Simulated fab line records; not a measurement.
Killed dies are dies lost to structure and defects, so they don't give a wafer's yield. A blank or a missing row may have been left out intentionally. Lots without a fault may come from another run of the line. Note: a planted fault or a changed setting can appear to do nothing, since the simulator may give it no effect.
Chamber matching -- flow nand_harc -- NHARC_A_CONTACT_ETCH_88 on rie_diel-01: 4 sister chambers
The step etches the open film in CF4, target depth 39 nm, time 65 s. 8 wafers are shown with their chamber, then 10 later ones without.

WAFERS, EACH WITH ITS CHAMBER
wafer,chamber,drypump_motor_current_A (A),rf_vpp_V (V)
L081.2,2,5.6,150.9
L081.4,0,5.7,152.3
L081.6,0,5.7,153.6
L085.6,1,6.0,150.2
L083.5,3,6.2,151.6
L083.6,2,5.6,151.5
L088.2,3,6.2,150.7
L088.4,1,6.1,148.8

WAFERS WITHOUT THEIR CHAMBER
wafer,drypump_motor_current_A (A),rf_vpp_V (V)
L088.5,5.6,151.5
L089.3,5.6,151.7
L089.4,6.0,149.5
L089.6,5.7,151.8
L096.1,6.1,150.1
L096.3,5.7,153.1
L096.5,6.2,150.8
L097.1,5.7,151.9
L097.2,6.0,149.4
L097.5,6.2,151.2

WHICH CHAMBER EACH ONE RAN IN
wafer,from the rows above,in truth
L088.5,2,2
L089.3,2,2
L089.4,1,1
L089.6,can't be placed: 0 or 2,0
L096.1,can't be placed: 1 or 3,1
L096.3,0,0
L096.5,3,3
L097.1,can't be placed: 0 or 2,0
L097.2,1,1
L097.5,3,3
7 of 10 placed correctly. Unplaceable from these rows: 3, with the true chamber sitting among the candidates in 3. Wrongly placed: 0.
How it was worked out, from the rows above alone: a wafer's distance from a chamber is the root of the sum, over the readings, of the square of ((its reading less the chamber's mean) divided by the reading's scatter). The wafer belongs to the nearest chamber; if the next one is less than 2 further off, it can't be placed. Each chamber's mean is taken over the wafers shown for it. The scatter: the root of (the sum of the squares of (reading less its chamber's mean) over the shown wafers, divided by (wafers less chambers)).
